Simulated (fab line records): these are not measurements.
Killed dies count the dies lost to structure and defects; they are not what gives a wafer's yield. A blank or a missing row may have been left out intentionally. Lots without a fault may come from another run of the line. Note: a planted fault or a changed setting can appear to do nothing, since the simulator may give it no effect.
Matching of chambers | flow n5-finfet | 4 sister chambers for N5_MOL_CONTACT_COAG_ETCHBACK_135 on rie-diel-05
The step etches SiO2 in CHF3, target depth 25 nm, time 16.7 s. 16 wafers are shown with their chamber, then 8 later ones without.

WAFERS, EACH WITH ITS CHAMBER
wafer  | chamber | showerhead-plenum-p-Torr (Torr) | drypump-motor-current-A (A) | throttle-valve-pct (%)
L074.1 | 3       | 2.53                            | 4.9                         | 18.59
L074.4 | 1       | 2.43                            | 5.5                         | 18.84
L074.6 | 0       | 2.34                            | 5.4                         | 18.91
L078.1 | 0       | 2.34                            | 5.4                         | 18.93
L078.5 | 0       | 2.33                            | 5.4                         | 18.91
L078.6 | 3       | 2.53                            | 4.9                         | 18.59
L080.1 | 1       | 2.42                            | 5.5                         | 18.86
L080.3 | 0       | 2.33                            | 5.4                         | 18.95
L080.6 | 2       | 2.20                            | 5.9                         | 19.05
L081.2 | 0       | 2.33                            | 5.4                         | 18.94
L081.4 | 2       | 2.20                            | 5.8                         | 19.06
L081.5 | 3       | 2.52                            | 4.9                         | 18.61
L087.4 | 3       | 2.52                            | 4.9                         | 18.63
L087.5 | 1       | 2.42                            | 5.5                         | 18.89
L087.6 | 2       | 2.20                            | 5.8                         | 19.07
L088.1 | 3       | 2.52                            | 4.9                         | 18.62

SIGNATURES, as means of the wafers listed above
reading                  | chamber 0 | chamber 1 | chamber 2 | chamber 3 | scatter within a chamber
showerhead-plenum-p-Torr | 2.3340    | 2.4233    | 2.2000    | 2.5240    | 0.00506
drypump-motor-current-A  | 5.400     | 5.500     | 5.833     | 4.900     | 0.0236
throttle-valve-pct       | 18.9280   | 18.8633   | 19.0600   | 18.6080   | 0.0183
Rule: a wafer lies at a distance from a chamber equal to the root of the sum of squares, over the readings, of (its reading less the chamber's mean, divided by the reading's scatter). If the next closest chamber is less than 2 further off than the closest, the wafer can't be placed; otherwise it belongs to the closest. The scatter is the square root of a quotient: the sum, over the shown wafers, of each reading's squared deviation from its chamber's mean, divided by wafers minus chambers.

WAFERS WITH NO CHAMBER GIVEN
wafer  | showerhead-plenum-p-Torr (Torr) | drypump-motor-current-A (A) | throttle-valve-pct (%)
L088.2 | 2.42                            | 5.5                         | 18.89
L088.4 | 2.20                            | 5.8                         | 19.04
L095.1 | 2.51                            | 4.9                         | 18.67
L095.4 | 2.51                            | 4.9                         | 18.68
L095.5 | 2.41                            | 5.5                         | 18.92
L097.3 | 2.51                            | 4.9                         | 18.68
L097.4 | 2.41                            | 5.5                         | 18.92
L097.5 | 2.19                            | 5.8                         | 19.12

THE CHAMBER EACH PASSED THROUGH
wafer  | from the rows above | in truth
L088.2 | 1                   | 1
L088.4 | 2                   | 2
L095.1 | 3                   | 3
L095.4 | 3                   | 3
L095.5 | 1                   | 1
L097.3 | 3                   | 3
L097.4 | 1                   | 1
L097.5 | 2                   | 2
Correctly placed: 8 of 8. Can't be placed from these rows: 0. Wrongly placed: 0.
